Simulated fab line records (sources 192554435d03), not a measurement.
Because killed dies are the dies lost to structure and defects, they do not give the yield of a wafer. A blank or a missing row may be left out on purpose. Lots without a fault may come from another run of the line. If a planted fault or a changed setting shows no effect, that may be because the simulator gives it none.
Shared-tool check :: flow n5_finfet :: Sample size 11 lots and 33 wafers

== THE REASON FOR OPENING IT ==
At N5_BEOL_M12_CD_MEAS_10 the reading cd_nm is flagged on 2 of 11 lots. Fault-free wafers read 140.2 nm, with a standard deviation of 1.3.
Rule: a lot is flagged in two cases, either no wafer of it has a number, or all its wafers with numbers fall more than 4 standard deviations from that mean. As for the other lots, they are considered sound.

lot: L557
measured: day 11 06:29
on: cd_sem-02
cd_nm (nm), wafer by wafer: 138.7 140.5 140.4
flag: 

lot: L560
measured: day 11 10:38
on: cd_sem-01
cd_nm (nm), wafer by wafer: 140.2 140.2 140.3
flag: 

lot: L561
measured: day 12 11:24
on: cd_sem-02
cd_nm (nm), wafer by wafer: 140.1 140.6 139.1
flag: 

lot: L562
measured: day 12 11:50
on: cd_sem-01
cd_nm (nm), wafer by wafer: 138.8 138.8 139.7
flag: 

lot: L563
measured: day 12 12:30
on: cd_sem-02
cd_nm (nm), wafer by wafer: 140.6 138.3 141.2
flag: 

lot: L564
measured: day 12 22:13
on: cd_sem-02
cd_nm (nm), wafer by wafer: 132.5 132.9 131.0
flag: FLAGGED

lot: L565
measured: day 13 14:17
on: cd_sem-03
cd_nm (nm), wafer by wafer: 141.0 140.3 139.4
flag: 

lot: L570
measured: day 14 11:26
on: cd_sem-03
cd_nm (nm), wafer by wafer: 134.3 134.1 133.7
flag: FLAGGED

lot: L577
measured: day 16 06:42
on: cd_sem-03
cd_nm (nm), wafer by wafer: 139.3 140.1 142.3
flag: 

lot: L579
measured: day 16 06:55
on: cd_sem-03
cd_nm (nm), wafer by wafer: 139.7 140.5 138.6
flag: 

lot: L578
measured: day 16 17:13
on: cd_sem-01
cd_nm (nm), wafer by wafer: 140.8 140.6 138.7
flag: 
On average the flagged lots' numbers are 133.1 nm, which is -7.1 nm against the usual, or -5 standard deviations.

== EACH LOT AND THE TOOL IT RAN ON ==
Before the reading, the record contains 3 process steps out of a 1938-step route. In each cell: the tool, then ch and the chambers that the sampled wafers went through, then the start.
lot: L557
flag: 
N5_BEOL_M11_ALD_74: ald_metal-04 ch 0,2, day 11 04:01
N5_BEOL_M11_DEP_56: pecvd-02 ch 0,1,2, day 11 05:56
N5_BEOL_M12_PEB_08: litho_track-01 ch 0, day 11 06:22

lot: L560
flag: 
N5_BEOL_M11_ALD_74: ald_metal-04 ch 1,2,3, day 11 08:09
N5_BEOL_M11_DEP_56: pecvd-01 ch 0,1,2, day 11 09:58
N5_BEOL_M12_PEB_08: litho_track-04 ch 0, day 11 10:32

lot: L561
flag: 
N5_BEOL_M11_ALD_74: ald_metal-04 ch 0,1,3, day 12 09:01
N5_BEOL_M11_DEP_56: pecvd-03 ch 0,1,2, day 12 10:50
N5_BEOL_M12_PEB_08: litho_track-01 ch 0, day 12 11:17

lot: L562
flag: 
N5_BEOL_M11_ALD_74: ald_metal-01 ch 0,1,2, day 12 09:18
N5_BEOL_M11_DEP_56: pecvd-01 ch 0,1,2, day 12 11:17
N5_BEOL_M12_PEB_08: litho_track-01 ch 0, day 12 11:43

lot: L563
flag: 
N5_BEOL_M11_ALD_74: ald_metal-04 ch 0,1, day 12 09:28
N5_BEOL_M11_DEP_56: pecvd-03 ch 1,2, day 12 11:49
N5_BEOL_M12_PEB_08: litho_track-04 ch 0, day 12 12:23

lot: L564
flag: FLAGGED
N5_BEOL_M11_ALD_74: ald_metal-01 ch 2,3, day 12 19:49
N5_BEOL_M11_DEP_56: pecvd-01 ch 0,1, day 12 21:32
N5_BEOL_M12_PEB_08: litho_track-04 ch 0, day 12 22:06

lot: L565
flag: 
N5_BEOL_M11_ALD_74: ald_metal-02 ch 0,3, day 13 11:58
N5_BEOL_M11_DEP_56: pecvd-02 ch 0,1, day 13 13:35
N5_BEOL_M12_PEB_08: litho_track-01 ch 0, day 13 14:10

lot: L570
flag: FLAGGED
N5_BEOL_M11_ALD_74: ald_metal-01 ch 0,1, day 14 08:29
N5_BEOL_M11_DEP_56: pecvd-01 ch 0,1, day 14 10:46
N5_BEOL_M12_PEB_08: litho_track-04 ch 0, day 14 11:20

lot: L577
flag: 
N5_BEOL_M11_ALD_74: ald_metal-04 ch 0,2,3, day 16 04:34
N5_BEOL_M11_DEP_56: pecvd-01 ch 0,2, day 16 06:05
N5_BEOL_M12_PEB_08: litho_track-01 ch 0, day 16 06:35

lot: L579
flag: 
N5_BEOL_M11_ALD_74: ald_metal-01 ch 0,2, day 16 04:43
N5_BEOL_M11_DEP_56: pecvd-02 ch 0,2, day 16 06:22
N5_BEOL_M12_PEB_08: litho_track-01 ch 0, day 16 06:48

lot: L578
flag: 
N5_BEOL_M11_ALD_74: ald_metal-02 ch 0,1, day 16 14:57
N5_BEOL_M11_DEP_56: pecvd-02 ch 0,1,2, day 16 16:39
N5_BEOL_M12_PEB_08: litho_track-04 ch 0, day 16 17:06
These steps, and what they do:
- N5_BEOL_M11_ALD_74: deposits TaN, target thk 2 nm, pulse time 2 s, purge time 3 s.
- N5_BEOL_M11_DEP_56: deposits SiCN from 3MS/NH3, target thk 30 nm, time 10.5 s.
- N5_BEOL_M12_PEB_08: peb time 90 s.
- N5_BEOL_M12_CD_MEAS_10: target cd 140 nm.

== FLAGGED AGAINST TOTAL, ONE TOOL AT A TIME (gauges that did the reading follow at the end) ==
step: N5_BEOL_M11_ALD_74
tool: ald_metal-01
lots run: 4
flagged: 2
share of the flagged lots: all
sound lots run after its first flagged lot: 1 (L579)

step: N5_BEOL_M11_ALD_74
tool: ald_metal-02
lots run: 2
flagged: 0
share of the flagged lots: none
sound lots run after its first flagged lot: -

step: N5_BEOL_M11_ALD_74
tool: ald_metal-04
lots run: 5
flagged: 0
share of the flagged lots: none
sound lots run after its first flagged lot: -

step: N5_BEOL_M11_DEP_56
tool: pecvd-01
lots run: 5
flagged: 2
share of the flagged lots: all
sound lots run after its first flagged lot: 1 (L577)

step: N5_BEOL_M11_DEP_56
tool: pecvd-02
lots run: 4
flagged: 0
share of the flagged lots: none
sound lots run after its first flagged lot: -

step: N5_BEOL_M11_DEP_56
tool: pecvd-03
lots run: 2
flagged: 0
share of the flagged lots: none
sound lots run after its first flagged lot: -

step: N5_BEOL_M12_PEB_08
tool: litho_track-01
lots run: 6
flagged: 0
share of the flagged lots: none
sound lots run after its first flagged lot: -

step: N5_BEOL_M12_PEB_08
tool: litho_track-04
lots run: 5
flagged: 2
share of the flagged lots: all
sound lots run after its first flagged lot: 1 (L578)

step: N5_BEOL_M12_CD_MEAS_10
tool: cd_sem-01
lots run: 3
flagged: 0
share of the flagged lots: none
sound lots run after its first flagged lot: -

step: N5_BEOL_M12_CD_MEAS_10
tool: cd_sem-02
lots run: 4
flagged: 1
share of the flagged lots: some
sound lots run after its first flagged lot: 0

step: N5_BEOL_M12_CD_MEAS_10
tool: cd_sem-03
lots run: 4
flagged: 1
share of the flagged lots: some
sound lots run after its first flagged lot: 2 (L577,L579)

== THE TABLE: WHAT IT ALLOWS ==
ald_metal-01 at N5_BEOL_M11_ALD_74, pecvd-01 at N5_BEOL_M11_DEP_56 and litho_track-04 at N5_BEOL_M12_PEB_08: these 3 rows of the table ran every flagged lot.
- ald_metal-01 at N5_BEOL_M11_ALD_74 ran 4 lots, 2 of them flagged. Sound lots followed the first flagged one (L579) on it, something a lasting fault affecting the whole tool could not allow.
- pecvd-01 at N5_BEOL_M11_DEP_56 ran 5 lots, 2 of them flagged. Sound lots followed the first flagged one (L577) on it, something a lasting fault affecting the whole tool could not allow.
- litho_track-04 at N5_BEOL_M12_PEB_08 ran 5 lots, 2 of them flagged. Sound lots followed the first flagged one (L578) on it, something a lasting fault affecting the whole tool could not allow. Its own readings lie more than 4 standard deviations out on every wafer of the flagged lots: plate_temp_C.
Every row of the table either missed a flagged lot or ran a sound lot after the first.

== WHAT THE SIMULATOR PUT IN ==
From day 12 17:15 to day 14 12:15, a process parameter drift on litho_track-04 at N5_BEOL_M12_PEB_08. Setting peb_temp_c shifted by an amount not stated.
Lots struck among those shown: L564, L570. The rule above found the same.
